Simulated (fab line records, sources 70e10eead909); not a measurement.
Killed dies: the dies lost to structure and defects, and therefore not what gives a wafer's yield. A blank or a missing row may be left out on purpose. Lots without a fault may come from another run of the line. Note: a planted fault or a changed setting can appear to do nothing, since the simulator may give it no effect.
Comparing a struck lot with a sound one | flow nandHarc | 16 steps out of a route of 1302
Sound: these wafers, L391.1, L391.4, L391.5. Struck: wafers L395.1, L395.4, L395.5. At the end, the cause is stated.
Per side, at each step with rows, come the tool, then ch with its chambers, and then its first start. Under that, the readings that differ: sound wafers | struck wafers | difference of the means | sigmas: that difference in standard deviations of wafers without a fault.
alike: same words and numbers on both sides, and readings whose means sit less than 2 such deviations apart. not compared: any withheld reading, any reading some wafer has no value for, any bound like >300 that may hide the same value, and any number with overlapping values for which the record gives no deviation.
The two part at a step that has a row with sigmas, a row that says differs or no value, or rows on one side only. Numbers that have no deviation but don't overlap get no sigmas and don't part them. Lack of a reading on every wafer of one side parts them only where that side has two or more wafers.

NHARC_P_M2_ETCH_35: etches the open film in N2/H2, target depth 40 nm, overetch 12 nm, time 43.94 s.
  sound on rieDiel-05 ch 1,2, day 6 06:22; struck on rieDiel-05 ch 0,2,3, day 8 02:13
  alike: chamberPressureMTorr, drypumpMotorCurrentA, mfcArSccm, oesProductAu, rfVppV, showerheadPlenumPTorr, throttleValvePct
  not compared: rfHoursCounterH
then, 1 step without rows for these wafers: NHARC_P_M2_ETCH_15 (etches the open film in C4F8/Ar, target depth 182.5 nm, time 91.2 s).
NHARC_P_M2_CD_MEAS_16:
  sound: cdSem-02 at day 6 06:35; struck: cdSem-02 at day 8 02:26
  alike: cdNm
then, 1 step without rows for these wafers: NHARC_P_M2_STRIP_18 (strips in N2/H2).
NHARC_P_M2_ETCH_28: etches the open film in CF4/N2, target depth 30 nm, time 72.99 s.
  sound on rieDiel-03 ch 0,1,2; struck on rieDiel-05 ch 0,1,3
  alike: chamberPressureMTorr, drypumpMotorCurrentA, mfcArSccm, oesProductAu, rfVppV, showerheadPlenumPTorr, throttleValvePct
  not compared: rfHoursCounterH
then, 1 step without rows for these wafers: NHARC_P_M2_STRIP_19 (strips in post etch residue remover, time 600 s).
NHARC_P_M2_DEGAS_29: time 60 s.
  sound: pvdSputter-02 at day 6 07:22; struck: pvdSputter-02 at day 8 03:11
  alike: heaterPowerW
then, 1 step without rows for these wafers: NHARC_P_M2_PRE_CLEAN_30 (time 30 s).
NHARC_P_M2_PVD_20: deposits TaN, target thk 5 nm, time 8.06 s.
  sound on pvdSputter-02; struck on pvdSputter-02
  alike: throttleValvePct
then, 2 steps without rows for these wafers: NHARC_P_M2_PVD_21 (deposits Cu, target thk 30 nm, time 20.49 s); NHARC_P_M2_ECD_22 (material Cu, target thk 400 nm).
NHARC_P_M2_ANNEAL_31: time 90 s.
  sound on rtpAnneal-01 ch 0, day 6 08:05; struck on rtpAnneal-02 ch 0, day 8 03:55
  alike: wafer_temp_C_max
NHARC_P_M2_CMP_23: polishes, t overpolish 20 s, target thk 144.3 nm.
  sound on cmp-03 ch 1,3, day 6 08:28; struck on cmp-03 ch 1,3, day 8 04:18
reading             | sound          | struck         | difference | sigmas
timeToEndpointS (s) | 27.6 27.5 29.3 | 37.8 37.2 37.9 | +9.5       | +3
  alike: motorCurrentA
next, for these wafers, 1 step has no rows: NHARC_P_M2_SRD_25.
NHARC_P_M2_INSPECT_27:
  sound: defectInspect-01 at day 6 08:56; struck: defectInspect-01 at day 8 04:44
reading        | sound       | struck         | difference | sigmas
rawDefectCount | 324 336 398 | 4576 4564 4627 | +4236      | +39
then, 1 step without rows for these wafers: NHARC_P_M2_PRE_CLEAN_32 (time 12 s).

## WHERE THEY PART
First at NHARC_P_M2_CMP_23; last, within this record, at NHARC_P_M2_INSPECT_27.

WHY: the cause the simulator had injected
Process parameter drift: cmp-03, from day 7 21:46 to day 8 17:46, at NHARC_P_M2_CMP_23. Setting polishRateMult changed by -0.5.
